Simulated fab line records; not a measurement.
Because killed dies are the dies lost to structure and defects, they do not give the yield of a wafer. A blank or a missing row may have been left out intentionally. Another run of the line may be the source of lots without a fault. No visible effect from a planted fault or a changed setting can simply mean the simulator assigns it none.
Matching of chambers || flow n5Finfet || 4 sister chambers for N5_BEOL_M0_CUTY_ETCH_62 on rieDiel-01
The step etches SiARC in CF4, time 58.5 s. 8 wafers are shown with their chamber, then 10 later ones without.

## WAFERS WITH THEIR CHAMBER
{"wafer": "L085.2", "chamber": 1, "etchRfOnTimeS (s)": 59.9, "throttleValvePct (%)": 15.40}
{"wafer": "L085.5", "chamber": 3, "etchRfOnTimeS (s)": 57.6, "throttleValvePct (%)": 15.25}
{"wafer": "L085.6", "chamber": 2, "etchRfOnTimeS (s)": 55.8, "throttleValvePct (%)": 15.56}
{"wafer": "L087.2", "chamber": 0, "etchRfOnTimeS (s)": 55.9, "throttleValvePct (%)": 15.82}
{"wafer": "L087.4", "chamber": 3, "etchRfOnTimeS (s)": 57.6, "throttleValvePct (%)": 15.29}
{"wafer": "L087.6", "chamber": 0, "etchRfOnTimeS (s)": 56.2, "throttleValvePct (%)": 15.83}
{"wafer": "L093.3", "chamber": 2, "etchRfOnTimeS (s)": 56.2, "throttleValvePct (%)": 15.56}
{"wafer": "L093.4", "chamber": 1, "etchRfOnTimeS (s)": 60.0, "throttleValvePct (%)": 15.43}

## WAFERS WHOSE CHAMBER IS MISSING
{"wafer": "L093.5", "etchRfOnTimeS (s)": 55.6, "throttleValvePct (%)": 15.57}
{"wafer": "L095.1", "etchRfOnTimeS (s)": 55.8, "throttleValvePct (%)": 15.59}
{"wafer": "L095.5", "etchRfOnTimeS (s)": 57.3, "throttleValvePct (%)": 15.31}
{"wafer": "L095.6", "etchRfOnTimeS (s)": 55.6, "throttleValvePct (%)": 15.58}
{"wafer": "L097.1", "etchRfOnTimeS (s)": 56.6, "throttleValvePct (%)": 15.86}
{"wafer": "L097.4", "etchRfOnTimeS (s)": 56.4, "throttleValvePct (%)": 15.60}
{"wafer": "L097.5", "etchRfOnTimeS (s)": 56.7, "throttleValvePct (%)": 15.87}
{"wafer": "L096.1", "etchRfOnTimeS (s)": 55.4, "throttleValvePct (%)": 15.87}
{"wafer": "L096.2", "etchRfOnTimeS (s)": 59.4, "throttleValvePct (%)": 15.44}
{"wafer": "L096.3", "etchRfOnTimeS (s)": 56.6, "throttleValvePct (%)": 15.32}

## WHICH CHAMBER EACH WENT THROUGH
{"wafer": "L093.5", "from the rows above": 2, "in truth": 2}
{"wafer": "L095.1", "from the rows above": 2, "in truth": 2}
{"wafer": "L095.5", "from the rows above": 3, "in truth": 3}
{"wafer": "L095.6", "from the rows above": 2, "in truth": 2}
{"wafer": "L097.1", "from the rows above": 0, "in truth": 0}
{"wafer": "L097.4", "from the rows above": 2, "in truth": 2}
{"wafer": "L097.5", "from the rows above": 0, "in truth": 0}
{"wafer": "L096.1", "from the rows above": 0, "in truth": 0}
{"wafer": "L096.2", "from the rows above": 1, "in truth": 1}
{"wafer": "L096.3", "from the rows above": 3, "in truth": 3}
Placed correctly: 10 of 10. Number that these rows cannot place: 0. Placed wrongly: 0.
How it was worked out, from the rows above alone: a wafer's distance from a chamber is the root of the sum, over the readings, of the square of ((its reading less the chamber's mean) divided by the reading's scatter). The wafer belongs to the nearest chamber; if the next one is less than 2 further off, it can't be placed. Each chamber's mean is taken over the wafers shown for it. How the scatter is found: for the shown wafers, subtract from each reading the mean of its chamber, square and add these, divide the total by (wafers less chambers), then take the root.
